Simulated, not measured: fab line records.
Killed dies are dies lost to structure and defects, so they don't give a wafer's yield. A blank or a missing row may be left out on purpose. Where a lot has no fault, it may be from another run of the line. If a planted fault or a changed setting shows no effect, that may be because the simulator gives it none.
A single fault, viewed from 2 desks / flow n5Finfet / each desk holds nothing but its own numbers, with what lay behind them at the end

== AT THE TOOL OWNER'S DESK: lithoTrack-02 ==
The tool's own readings at N5_BEOL_M14_COAT_65 (time 60 s, resist thk 450 nm): means of the sampled wafers that have a number, for each lot that ran on this tool. The brackets show how far a lot's mean lies from the usual mean; more than 4 standard deviations puts the lot out of limits, marked OUT.
Columns: A = chillPlateTempC at N5_BEOL_M14_COAT_65, usual 22.99 C; B = heaterPowerTotalW at N5_BEOL_M14_COAT_65, usual 500.5 W; C = plateTempC at N5_BEOL_M14_COAT_65, usual 249.99 C
lot=L533; first seen here=day 12 01:23; A=23.10; B=501.1; C=249.92
lot=L532; first seen here=day 12 02:20; A=23.03; B=500.3; C=249.97
lot=L534; first seen here=day 13 07:02; A=22.88; B=500.6; C=249.96
lot=L541; first seen here=day 14 04:41; A=22.98; B=501.4; C=249.95
lot=L546; first seen here=day 15 21:20; A=23.02; B=816.5 (+99 or more) OUT; C=262.42 (+89) OUT
lot=L547; first seen here=day 16 02:49; A=22.88; B=816.5 (+99 or more) OUT; C=262.44 (+89) OUT
This desk's verdict: out of limits on L546, L547, starting with L546 at day 15 21:20 (heaterPowerTotalW at N5_BEOL_M14_COAT_65). L533, L532, L534, L541 stayed within limits.

== THE METROLOGY DESK ==
What the gauges read for every lot (on any tool): the sampled wafers with a number, averaged. The brackets show how far a lot's mean lies from the usual mean; more than 4 standard deviations puts the lot out of limits, marked OUT.
Columns: A = M13_RS at N5_BEOL_M13_RS_MEAS_54, usual 0.0448 ohm/sq
lot=L531; first seen here=day 11 14:46; A=0.0440
lot=L533; first seen here=day 12 00:08; A=0.0457
lot=L532; first seen here=day 12 01:12; A=0.0459
lot=L534; first seen here=day 13 05:55; A=0.0452
lot=L537; first seen here=day 13 20:40; A=0.0438
lot=L541; first seen here=day 14 03:34; A=0.0459
lot=L540; first seen here=day 14 19:01; A=0.0440
lot=L546; first seen here=day 15 20:06; A=0.0459
lot=L547; first seen here=day 16 01:34; A=0.0454
lot=L549; first seen here=day 16 12:46; A=0.0439
lot=L553; first seen here=day 17 07:09; A=0.0443
lot=L552; first seen here=day 17 12:47; A=0.0442
This desk found nothing out of limits on any of the 12 lots.

== TAKEN TOGETHER ==
The tool owner's desk had the chance to raise an alarm at day 15 21:20 on L546, L547.
Metrology desk: nothing out of limits seen.
The metrology desk has L546, L547 on record, within its limits.
Every lot named ran N5_BEOL_M14_COAT_65 on lithoTrack-02.

== WHAT THE SIMULATOR PUT IN ==
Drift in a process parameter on lithoTrack-02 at N5_BEOL_M14_COAT_65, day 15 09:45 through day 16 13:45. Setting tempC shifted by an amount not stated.
Lots struck among those shown: L546, L547.
Hours from the fault's start to each desk's first reading out of limits: the tool owner's desk, 12.
